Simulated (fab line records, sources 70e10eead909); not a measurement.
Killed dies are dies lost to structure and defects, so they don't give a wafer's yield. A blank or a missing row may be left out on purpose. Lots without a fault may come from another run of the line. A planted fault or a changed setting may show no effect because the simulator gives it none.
Chamber matching | flow nand_harc | NHARC_A_BLC_DESCUM_15 on rie_diel-08: 4 sister chambers
The step chemistry O2, time 3 s. 33 wafers are shown with their chamber, then 12 later ones without.

WAFERS WITH THEIR CHAMBER
wafer  | chamber | showerhead_plenum_p_Torr (Torr) | drypump_motor_current_A (A) | rf_vpp_V (V)
L074.2 | 0       | 1.77                            | 4.8                         | 55.9
L074.5 | 0       | 1.77                            | 4.9                         | 57.8
L074.6 | 3       | 1.80                            | 5.1                         | 57.4
L076.1 | 0       | 1.77                            | 4.8                         | 56.0
L076.2 | 1       | 1.80                            | 5.8                         | 58.9
L076.5 | 2       | 2.00                            | 5.5                         | 57.6
L078.1 | 0       | 1.77                            | 4.8                         | 57.2
L078.2 | 2       | 1.99                            | 5.5                         | 57.4
L078.3 | 3       | 1.80                            | 5.1                         | 57.6
L080.3 | 2       | 1.99                            | 5.5                         | 59.2
L080.4 | 0       | 1.77                            | 4.8                         | 57.6
L080.5 | 3       | 1.80                            | 5.1                         | 56.9
L082.2 | 3       | 1.80                            | 5.2                         | 56.9
L082.3 | 1       | 1.80                            | 5.8                         | 58.6
L082.4 | 0       | 1.77                            | 4.9                         | 57.3
L081.1 | 2       | 1.99                            | 5.5                         | 59.0
L081.4 | 3       | 1.80                            | 5.1                         | 56.0
L081.5 | 0       | 1.77                            | 4.8                         | 55.5
L086.2 | 3       | 1.80                            | 5.1                         | 56.3
L086.5 | 1       | 1.80                            | 5.9                         | 57.6
L086.6 | 0       | 1.77                            | 4.9                         | 56.2
L084.2 | 1       | 1.80                            | 5.8                         | 56.6
L084.4 | 3       | 1.80                            | 5.1                         | 58.4
L084.5 | 3       | 1.80                            | 5.1                         | 58.2
L085.1 | 2       | 1.99                            | 5.5                         | 59.3
L085.4 | 3       | 1.79                            | 5.1                         | 58.2
L085.6 | 1       | 1.80                            | 5.8                         | 57.5
L088.1 | 3       | 1.79                            | 5.1                         | 57.0
L088.4 | 2       | 1.99                            | 5.5                         | 57.1
L088.6 | 1       | 1.80                            | 5.8                         | 57.9
L093.1 | 1       | 1.80                            | 5.8                         | 58.4
L093.2 | 2       | 1.99                            | 5.5                         | 56.9
L093.6 | 2       | 1.99                            | 5.5                         | 59.6

SIGNATURES (means of the wafers above)
reading                  | chamber 0 | chamber 1 | chamber 2 | chamber 3 | scatter within a chamber
showerhead_plenum_p_Torr | 1.7700    | 1.8000    | 1.9912    | 1.7980    | 0.00292
drypump_motor_current_A  | 4.838     | 5.814     | 5.500     | 5.110     | 0.0354
rf_vpp_V                 | 56.688    | 57.929    | 58.263    | 57.290    | 0.907
Rule: a wafer's distance from a chamber is the root of the sum, over the readings, of the square of ((its reading less the chamber's mean) divided by the reading's scatter). The wafer belongs to the nearest chamber; if the next one is less than 2 further off, it can't be placed. The scatter: the root of (the sum of the squares of (reading less its chamber's mean) over the shown wafers, divided by (wafers less chambers)).

WAFERS WITHOUT THEIR CHAMBER
wafer  | showerhead_plenum_p_Torr (Torr) | drypump_motor_current_A (A) | rf_vpp_V (V)
L091.2 | 1.77                            | 4.8                         | 57.5
L091.3 | 1.99                            | 5.5                         | 58.0
L091.5 | 1.99                            | 5.5                         | 57.8
L094.1 | 1.77                            | 4.8                         | 57.0
L094.4 | 1.99                            | 5.5                         | 57.3
L094.5 | 1.99                            | 5.5                         | 58.5
L096.2 | 1.77                            | 4.9                         | 57.6
L096.3 | 1.79                            | 5.8                         | 56.5
L096.4 | 1.79                            | 5.1                         | 56.7
L097.1 | 1.79                            | 5.1                         | 57.1
L097.2 | 1.77                            | 4.8                         | 57.0
L097.4 | 1.77                            | 4.8                         | 56.4

WHICH CHAMBER EACH WENT THROUGH
wafer  | from the rows above | in truth
L091.2 | 0                   | 0
L091.3 | 2                   | 2
L091.5 | 2                   | 2
L094.1 | 0                   | 0
L094.4 | 2                   | 2
L094.5 | 2                   | 2
L096.2 | 0                   | 0
L096.3 | 1                   | 1
L096.4 | 3                   | 3
L097.1 | 3                   | 3
L097.2 | 0                   | 0
L097.4 | 0                   | 0
Placed correctly: 12 of 12. Can't be placed from these rows: 0. Placed wrongly: 0.
